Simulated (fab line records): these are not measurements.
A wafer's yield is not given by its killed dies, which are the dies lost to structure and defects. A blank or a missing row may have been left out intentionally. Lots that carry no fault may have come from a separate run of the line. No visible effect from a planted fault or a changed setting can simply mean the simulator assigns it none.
fab line records    flow n5_finfet
[record] lots = 4  wafers = 11  last_day = 18
route steps=1938 shown BEOL_M10@1512 BEOL_M11@1536 BEOL_M15@1830 PASSIVATION@1936
lots that met no fault: taken from a fault-free run of the same line
start_h: start of the lot's first displayed wafer, in hours after the record's first day    wait_h: hours elapsed since this lot's preceding step    " as in the row above    L1.1+2: several wafers, shown together as one row    - no value, or no start given    * or withheld: withheld    < > ~ a bound
route shown NAME@n: names a module that has steps shown in the file, with the first one's number in the route    usual: the fault-free wafers' mean and standard deviation    same: alike in all rows    chamber/n: place in a boat    sites: per-site readings    _std_site: standard deviation across them    _edge_site: outer sites' mean less inner sites'    radius_mm: for every site, how far away it sits from the centre of the wafer    mask NAME#n: copy n    behind: the last tool/chamber to shape the wafer    hold: why the lot went on hold/how many hours it stayed there/how the hold came to an end    device: the n, p or np transistor that did not switch    end of line: at the end of the route, the tests of the same wafers    where a step has no rows: the recipe by itself    killed: count of dies lost to structure and defects at first sort (not the wafer's yield)    map: dies across one wafer; x = killed, . = not, _ = none there
set.NAME: the setting that was run; set.NAME@STEP: the one run at that earlier step    model.NAME: the simulator's own value behind a step, which no gauge read
lots seen at some steps along the route; tables by step, rows by wafer
services: a tool's chamber out of use, with start hour (start_h, from the record's first day; less than 0 if before it), hours out, and reason
[[steps]]
[step N5_BEOL_M10_TRENCH_ETCH_37]
[recipe] chemistry = C4F6/O2  target_depth_a = 1488.3  target = SiCOH_lowk  time_s = 48  ion_energy_ev = 250  pressure_mtorr = 30  source_w = 345  bias_w = 185  Ar_flow_sccm = 300  C4F6_flow_sccm = 10  O2_flow_sccm = 10
[step N5_BEOL_M10_ETCH_41]
[recipe] chemistry = CH3F/O2  target = SiCN  target_depth_a = 426  taper_deg = 2  time_s = 86  ion_energy_ev = 120  mask_material = TiN  pressure_mtorr = 30  source_w = 395  bias_w = 75  Ar_flow_sccm = 150  CH3F_flow_sccm = 30  O2_flow_sccm = 20
[step N5_BEOL_M10_STRIP_77]
[recipe] chemistry = N2/H2  time_s = 10  power_w = 450  temp_c = 40  pressure_mtorr = 20  rf_frequency_hz = 6e+07  bias_power_w = 7  n2_flow_sccm = 200  h2_flow_sccm = 200
[step N5_BEOL_M10_HM_STRIP_39]
[recipe] chemistry = peroxide_tin_strip  material = TiN  target_depth_a = 250  temp_c = 50  time_s = 158
[step N5_BEOL_M10_SRD_40]
[recipe] time_s = 30  temp_c = 23  rinse_liquid = diw  dry = ipa_marangoni
[step N5_BEOL_M10_PRECLEAN_42]
[recipe] chemistry = residue_remover  time_s = 60  temp_c = 40
[step N5_BEOL_M10_SRD_43]
[recipe] time_s = 30  temp_c = 23  rinse_liquid = diw  dry = ipa_marangoni
[step N5_BEOL_M10_CURE_72]
[recipe] temp_c = 370  time_s = 120  ambient = DMADMS/He  material = SiCOH_lowk
[step N5_BEOL_M10_DEGAS_44]
[recipe] ambient = vacuum  temp_c = 250  time_s = 60
[step N5_BEOL_M10_PRE_CLEAN_45]
[recipe] gas = H2/He  time_s = 30  temp_c = 250
[step N5_BEOL_M10_ALD_74]
[recipe] material = TaN  target_thk_a = 20  temp_c = 275  ald_precursor_family = PDMAT  ald_co_reactant = NH3  pressure_torr = 3  carrier_flow_sccm = 1500  pulse_time_s = 2  purge_time_s = 3  co_reactant_purge_time_s = 2  co_reactant_pulse_time_s = 3  ald_cycles = 40  precursor_vessel_temp_c = 75  precursor_vessel_pressure_torr = 26.25  precursor_vessel_carrier_sccm = 1000
[usual] ald_cycles = 40/0  chamber_pressure_Torr = 3.001/0.0065  heater_power_w = 421/39
lot.wafer  tool          chamber  start_h  wait_h  ald_cycles  chamber_pressure_Torr  heater_power_w  model.TaN_of_BEOL_M10_ALD_74.thk_nm
L305.3     ald_metal-01  2        331.10   0.3     40          3.015                  419             2
L305.5     "             1        "        "       40          2.998                  457             2
L305.6     "             2        "        "       40          2.997                  410             2
L309.3     ald_metal-04  2        352.57   0.2     40          2.994                  426             2
L309.4     "             3        "        "       40          2.997                  405             2
L306.1     ald_metal-04  0        354.50   0.1     40          2.994                  361             2
L306.3     "             3        "        "       40          2.986                  410             2
L306.5     "             1        "        "       29          2.996                  477             1.4
L313.1     ald_metal-04  0        371.19   0.0     40          3.016                  355             2
L313.2     "             3        "        "       29          3.001                  417             1.4
L313.5     "             0        "        "       29          3.009                  362             1.4
[step N5_BEOL_M10_SURFACE_TREAT_76]
[recipe] gas = Ar  time_s = *  ion_energy_ev = *  ion_current_ma_cm2 = 0.5  pressure_mtorr = *  ar_flow_sccm = 30
[step N5_BEOL_M10_CVD_75]
[recipe] material = Co  target_thk_a = 20  temp_c = withheld  precursor = CCTBA/H2  pressure_torr = 30  time_s = 138.9
[step N5_BEOL_M10_SPUTTER_48]
[recipe] material = Cu  target_thk_a = 120  temp_c = -20  bias_v = 60  power_w = 26000  chamber_pressure_pa = 0.13  time_s = 2
[step N5_BEOL_M10_ECD_50]
[recipe] material = Cu  target_thk_a = 3180
[step N5_BEOL_M10_ANNEAL_51]
[recipe] temp_c = 225  time_s = 90  ambient = N2
[step N5_BEOL_M10_CMP_52]
[recipe] stop_on = SiCOH_lowk  t_overpolish_s = 7  down_force_psi = 1  platen_rpm = 50  clearing_platen_down_force_psi = 1.5  clearing_platen_rpm = 50  post_cmp_clean = cu_alkaline  target_thk_nm = 140  clearing_platen_pad_velocity_m_s = 0.99484  pad_velocity_m_s = 0.99484
[step N5_BEOL_M10_PRE_CLEAN_55]
[recipe] gas = NH3  time_s = 15  temp_c = withheld  rf_power_w = 300
[step N5_BEOL_M10_DEP_56]
[recipe] material = SiCN  target_thk_a = 150  temp_c = withheld  precursor = 3MS/NH3  pressure_torr = 3  rf_w = 202  time_s = 26.5
[step N5_BEOL_M11_ILD_DEP_00]
[recipe] material = SiCOH_lowk  target_thk_a = 3085.1  temp_c = 300  precursor = DEMS/porogen  pressure_torr = 5  rf_w = 500  time_s = 58
[step N5_BEOL_M11_CURE_71]
[recipe] temp_c = 385  time_s = 240  ambient = He/Ar  material = SiCOH_lowk
[step N5_BEOL_M11_PECVD_70]
[recipe] material = SiO2  target_thk_a = 200  temp_c = 400  precursor = TEOS/O2  pressure_torr = 5.5  rf_w = 450  teos_flow_sccm = 53.8  gas = O2  flow_sccm = 3000  time_s = 22.7
[step N5_BEOL_M11_HM_DEP_02]
[recipe] material = TiN  target_thk_a = 200  temp_c = 25  chamber_pressure_pa = 0.49996
[step N5_BEOL_M11_COAT_59]
[recipe] resist = SOC  temp_c = 250  time_s = 60  spin_rpm = 1500  resist_thk_nm = 100
[step N5_BEOL_M11_COAT_60]
[recipe] resist = SiARC  temp_c = 220  time_s = 60  spin_rpm = 1500  resist_thk_nm = 30
[step N5_BEOL_M11_COAT_05]
[recipe] resist = CAR-ArF  spin_rpm = 1500  resist_thk_nm = 90
[step N5_BEOL_M11_EBR_07]
[recipe] solvent = PGMEA  ebr_width_mm = 1.5
[step N5_BEOL_M11_SOFTBAKE_06]
[recipe] temp_c = 110  time_s = 60  resist = CAR-ArF
[step N5_BEOL_M11_EXPOSE_08]
[recipe] mask_id = M11  na = 1.35  source_shape = dipole  sigma_inner = 0.411  sigma_outer = 0.611  polarization = te  dose_mj = 53.75
[step N5_BEOL_M11_PEB_09]
[recipe] peb_temp_c = withheld  peb_time_s = 60  resist = CAR-ArF
[step N5_BEOL_M11_DEVELOP_10]
[recipe] develop_time_s = 30  developer = TMAH  resist = CAR-ArF  rinse_liquid = diw  dry = air_spin  dev_temp_c = 23
[step N5_BEOL_M11_DESCUM_16]
[recipe] chemistry = O2  time_s = 7.9  source_power_w = 50  bias_power_w = 20  pressure_mtorr = 20  rf_frequency_hz = 2.712e+07  temp_c = 40  resist = CAR-ArF  o2_flow_sccm = 225
[step N5_BEOL_M11_ETCH_61]
[recipe] chemistry = CF4  target = SiARC  target_depth_a = 390  mask_material = CAR-ArF  time_s = 65  ion_energy_ev = 80  pressure_mtorr = 40  source_w = 545  bias_w = 36  Ar_flow_sccm = 100  cf4_flow_sccm = 100  ends = cleared
[step N5_BEOL_M15_RC_MEAS_101]
[usual] COMB_M10 = 1.4e-11/2.9e-12  COMB_M10_max_site = 2e-11/4.5e-12  COMB_M11 = 1.5e-11/3e-12  COMB_M12 = 5.9e-12/1.4e-12  COMB_M13 = 4.4e-12/8.8e-13  COMB_M14 = 3.4e-12/8.3e-13  COMB_M15 = 2.2e-12/5.6e-13  COMB_M5 = 3.6e-11/6.6e-12  COMB_M6 = 2.5e-11/5.3e-12  COMB_M7 = 2.4e-11/4.6e-12  COMB_M8 = 2.5e-11/5.5e-12  COMB_M9 = 1.41e-11/2.9e-12  SERP_M10 = 3.06/0.1  SERP_M11 = 3.11/0.11  SERP_M12 = 0.635/0.022  SERP_M13 = 0.309/0.0067  SERP_M14 = 0.157/0.006  SERP_M5 = 40.0/2.3  SERP_M5_max_site = 41.5/2.4  SERP_M6 = 13.6/0.73  SERP_M7 = 14.0/0.71  SERP_M8 = 13.9/0.71  SERP_M8_max_site = 14.5/0.79  SERP_M9 = 3.06/0.11  SERP_M9_max_site = 3.15/0.12
lot.wafer  tool       chamber  start_h  wait_h  COMB_M10[S/m]  COMB_M10_max_site[S/m]  COMB_M11[S/m]  COMB_M12[S/m]  COMB_M13[S/m]  COMB_M14[S/m]  COMB_M15[S/m]  COMB_M5[S/m]  COMB_M6[S/m]  COMB_M7[S/m]  COMB_M8[S/m]  COMB_M9[S/m]  SERP_M10[ohm/um]  SERP_M11[ohm/um]  SERP_M12[ohm/um]  SERP_M13[ohm/um]  SERP_M14[ohm/um]  SERP_M5[ohm/um]  SERP_M5_max_site[ohm/um]  SERP_M6[ohm/um]  SERP_M7[ohm/um]  SERP_M8[ohm/um]  SERP_M8_max_site[ohm/um]  SERP_M9[ohm/um]  SERP_M9_max_site[ohm/um]
L305.3     prober-02  0        367.07   0.3     1.09e-11       1.4e-11                 1.1e-11        6.7e-12        4.5e-12        3.5e-12        1.5e-12        2.4e-11       1.8e-11       2.6e-11       2e-11         1.03e-11      3.08              2.92              0.640             0.315             0.162             35.7             37.3                      13.4             14.8             14.4             15.1                      3.02             3.08
L305.5     "          0        "        "       1.47e-11       3.1e-11                 1e-11          5.3e-12        4.3e-12        2.6e-12        2.1e-12        3.5e-11       2.2e-11       2.1e-11       2.4e-11       2.16e-11      2.95              3.21              0.642             0.310             0.159             36.7             37.4                      13.3             14.0             13.6             14.2                      2.85             2.98
L305.6     "          0        "        "       1.73e-11       2.4e-11                 1.8e-11        6.1e-12        6.2e-12        2.9e-12        2.1e-12        3.9e-11       2e-11         2.3e-11       2.1e-11       1.31e-11      3.24              3.03              0.658             0.313             0.159             39.3             40.7                      14.2             14.7             13.1             13.6                      3.00             3.11
L309.3     prober-01  0        386.37   0.3     1.4e-11        2e-11                   1.6e-11        4.7e-12        3.1e-12        4.6e-12        2.3e-12        4.1e-11       2.7e-11       2.4e-11       2.3e-11       1.34e-11      3.02              2.98              0.612             0.307             0.153             38.8             39.8                      12.2             13.4             13.8             14.5                      2.98             3.08
L309.4     "          0        "        "       1.35e-11       3.2e-11                 1.4e-11        4.3e-12        4.1e-12        3.2e-12        1.9e-12        3e-11         2.5e-11       2.1e-11       1.7e-11       1.57e-11      3.15              2.97              0.611             0.304             0.153             41.1             43.4                      13.8             13.8             14.0             14.7                      2.82             3.03
L306.1     prober-01  0        403.03   0.0     1.2e-11        1.9e-11                 1.8e-11        6.6e-12        4.6e-12        2.3e-12        2.4e-12        2.3e-11       2e-11         3.9e-11       2.8e-11       1.53e-11      3.16              3.08              0.645             0.301             0.151             39.5             40.7                      12.8             14.0             15.4             16.3                      2.90             2.99
L306.3     "          0        "        "       1.17e-11       1.3e-11                 1.5e-11        5.9e-12        4.5e-12        3.5e-12        1.9e-12        3.1e-11       2.1e-11       2.7e-11       3e-11         1.23e-11      2.95              2.87              0.630             0.309             0.163             38.2             40.4                      12.6             13.8             13.6             14.1                      3.12             3.20
L306.5     "          0        "        "       2.27e-11       3.1e-11                 1.4e-11        7.2e-12        4.6e-12        3.2e-12        2.1e-12        3.4e-11       1.8e-11       2.2e-11       3.9e-11       9.8e-12       3.02              3.06              0.646             0.309             0.149             41.2             42.7                      14.4             13.8             12.9             13.8                      3.08             3.15
L313.1     prober-02  0        416.08   0.0     1.3e-11        2.1e-11                 1.5e-11        4.3e-12        2.4e-12        4.4e-12        1.8e-12        4.7e-11       2.8e-11       2.2e-11       3.8e-11       1.72e-11      2.90              3.13              0.653             0.307             0.165             42.9             44.2                      13.0             14.0             14.3             14.9                      3.01             3.12
L313.2     "          0        "        "       3.21e-11       4.6e-11                 1.2e-11        5.2e-12        3.5e-12        5e-12          1.7e-12        3.9e-11       3e-11         2.5e-11       2.1e-11       1.44e-11      2.95              3.12              0.638             0.319             0.167             40.9             41.8                      13.7             13.4             14.0             14.8                      2.96             3.10
L313.5     "          0        "        "       2.13e-11       3.9e-11                 1.4e-11        4.9e-12        3.5e-12        4.7e-12        1.4e-12        3.6e-11       2.9e-11       2.6e-11       1.9e-11       1.51e-11      2.84              3.20              0.683             0.310             0.169             45.3             46.4                      13.4             13.8             14.1             14.7                      3.00             3.13
// sites COMB_M10 radius_mm=0,75,75,75,75,140,140,140,140
L305.3 8.6e-12 1.37e-11 1.09e-11 1.26e-11 1.21e-11 1.09e-11 8.6e-12 9.6e-12 1.05e-11
L309.3 1.41e-11 1.64e-11 9e-12 1.97e-11 1.01e-11 1.43e-11 1.4e-11 9.4e-12 1.1e-11
L306.1 1.04e-11 1.2e-11 1e-11 1.85e-11 1.15e-11 1.43e-11 1.05e-11 1.2e-11 1.21e-11
L313.1 2.12e-11 1.07e-11 8.5e-12 9.3e-12 1.24e-11 1.3e-11 1.63e-11 1.3e-11 1.4e-11
[step N5_PASSIVATION_PROBE_49]
[usual] defect_limited_yield = 91.2/1.5  killed_at_M0_to_M3 = 36/10  killed_at_M4_up = 14/5.2  killed_at_contacts = 12/6  killed_at_front_end = 37/10  killed_at_other = 4/3.3  killed_dies = 104/18  killed_open = 68/14  killed_short = 34/7.4  sort_bin_4_leakage = 0.01/0.04  sort_bin_5_function = 5.2/1  sort_bin_6_memory = 3.3/0.7  sort_n_pass = 1076/18  sort_yield_pct = 91.2/1.5
[same] gross_dies = 1180  killed_at_back_side = 0  sort_bin_8_speed[%] = 0
lot.wafer  tool       chamber  start_h  wait_h  defect_limited_yield[%]  killed_at_M0_to_M3  killed_at_M4_up  killed_at_contacts  killed_at_front_end  killed_at_other  killed_dies  killed_open  killed_short  sort_bin_4_leakage[%]  sort_bin_5_function[%]  sort_bin_6_memory[%]  sort_n_pass  sort_yield_pct[%]
L309.3     prober-01  -        399.16   0.1     90.8                     51                  11               11                  31                   4                108          68           40            0                      5.4                     3.6                   1072         90.8
L309.4     prober-01  -        399.21   0.2     91.5                     42                  14               2                   28                   14               100          58           33            0                      4.8                     3.3                   1080         91.5
L306.1     prober-02  -        419.59   0.0     91.0                     40                  9                15                  41                   1                106          65           39            0                      5.1                     3.6                   1074         91.0
L306.3     prober-02  -        419.69   0.1     91.4                     26                  9                28                  31                   8                102          66           34            0                      5.3                     3.1                   1078         91.4
L306.5     prober-02  -        419.79   0.2     89.3                     46                  18               23                  33                   6                126          70           55            0.08                   6.9                     3.1                   1054         89.3
L313.1     prober-01  -        439.05   0.0     91.5                     41                  16               4                   36                   3                100          61           39            0                      4.6                     3.2                   1080         91.5
L313.2     prober-01  -        439.10   0.1     92.1                     24                  9                7                   44                   9                93           49           38            0.08                   5.1                     2.4                   1087         92.1
L313.5     prober-01  -        439.25   0.2     91.9                     31                  15               5                   32                   13               96           56           28            0.08                   4.9                     2.6                   1084         91.9
// killed by level:class
L309.3 BEOL_M0_SAQP:geometric_particle:open=18 BEOL_M0_SAQP:geometric_particle:short=16 FIN_SAQP:geometric_particle:open=10 FIN_SAQP:geometric_particle:short=9 MOL_CONTACT_COAG:geometric_particle:open=9 BEOL_M3:geometric_particle:open=6 STI_FIN_REVEAL:geometric_particle:open=4 BEOL_M1:geometric_particle:open=4
L309.4 BEOL_M0_SAQP:geometric_particle:open=9 PASSIVATION:area_etch=9 BEOL_M0_SAQP:geometric_particle:short=8 FIN_SAQP:geometric_particle:open=7 FIN_SAQP:geometric_particle:short=6 BEOL_M3:geometric_particle:open=6 BEOL_M4:geometric_particle:open=6 BEOL_M0:geometric_particle:open=5
L306.1 BEOL_M0_SAQP:geometric_particle:short=13 FIN_SAQP:geometric_particle:open=10 MOL_CONTACT_COAG:geometric_particle:open=10 BEOL_M0_SAQP:geometric_particle:open=8 FIN_SAQP:geometric_particle:short=5 MOL_CONTACT_COAG:geometric_particle:short=5 BEOL_M2:geometric_particle:open=5 BEOL_M3:geometric_particle:open=5
L306.3 MOL_CONTACT_COAG:geometric_particle:open=23 BEOL_M3:geometric_particle:short=7 STI_FIN_REVEAL:geometric_particle:open=6 BEOL_M2:geometric_particle:open=6 DUMMY_GATE:geometric_particle:open=5 MOL_CONTACT_COAG:geometric_particle:short=5 BEOL_M4:geometric_particle:open=4 GATE_CUT:geometric_particle:short=4
L306.5 BEOL_M0_SAQP:geometric_particle:open=16 MOL_CONTACT_COAG:geometric_particle:open=15 BEOL_M0_SAQP:geometric_particle:short=12 MOL_CONTACT_COAG:geometric_particle:short=8 BEOL_M3:geometric_particle:open=7 GATE_CUT:geometric_particle:short=5 BEOL_M5:geometric_particle:short=5 FIN_SAQP:geometric_particle:short=4
L313.1 DUMMY_GATE:geometric_particle:open=9 BEOL_M3:geometric_particle:open=9 STI_FIN_REVEAL:geometric_particle:open=8 BEOL_M0_SAQP:geometric_particle:short=8 BEOL_M0_SAQP:geometric_particle:open=6 FIN_SAQP:geometric_particle:short=5 BEOL_M1:geometric_particle:open=5 BEOL_M3:geometric_particle:short=5
L313.2 FIN_SAQP:geometric_particle:short=12 BEOL_M3:geometric_particle:open=9 DUMMY_GATE:geometric_particle:open=7 MOL_CONTACT_COAG:geometric_particle:open=6 STI_FIN_REVEAL:geometric_particle:open=5 BEOL_M0_SAQP:geometric_particle:short=5 STARTING-WAFER:geometric_particle:short=5 PASSIVATION:area_etch=5
L313.5 DUMMY_GATE:geometric_particle:open=12 BEOL_M0_SAQP:geometric_particle:open=10 PASSIVATION:area_etch=10 BEOL_M3:geometric_particle:open=7 BEOL_M0_SAQP:geometric_particle:short=6 BEOL_M4:geometric_particle:open=5 STI_FIN_REVEAL:geometric_particle:open=4 FIN_SAQP:geometric_particle:short=3
[[services]]
tool          chamber  start_h  hours  kind
ald_metal-01  0        356.43   2.7    repair
[[key]]
[first_sign] step = N5_BEOL_M10_ALD_74  reading = ald_cycles  direction = down  sigmas = 99+  usual = *  struck = *
[effect] step = N5_BEOL_M15_RC_MEAS_101  reading = COMB_M10  direction = up  sigmas = 4  usual = 1.4e-11  struck = 2.53e-11
[model_effect] step = N5_BEOL_M10_ALD_74  value = TaN_of_BEOL_M10_ALD_74.thk_nm  without = 2  struck = 1.4
met_at N5_BEOL_M10_ALD_74
struck_wafers L306.5,L313.2,L313.5
[baseline_loss] step = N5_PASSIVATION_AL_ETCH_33  wafers = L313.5
onset_between 352.57 354.50
[fault] kind = process_parameter_drift  tool = ald_metal-04  chamber = -  onset_h = 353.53  steps = N5_BEOL_M10_ALD_74  channel = ald_cycles  offset = *  shape = step  end_h = 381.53  scope = struck_wafers_only  acts_in = *  stated = *
// baseline_loss: these wafers lose ten dies or more at that step, a loss of the line's own and not of a fault; the sort's usual values leave them out
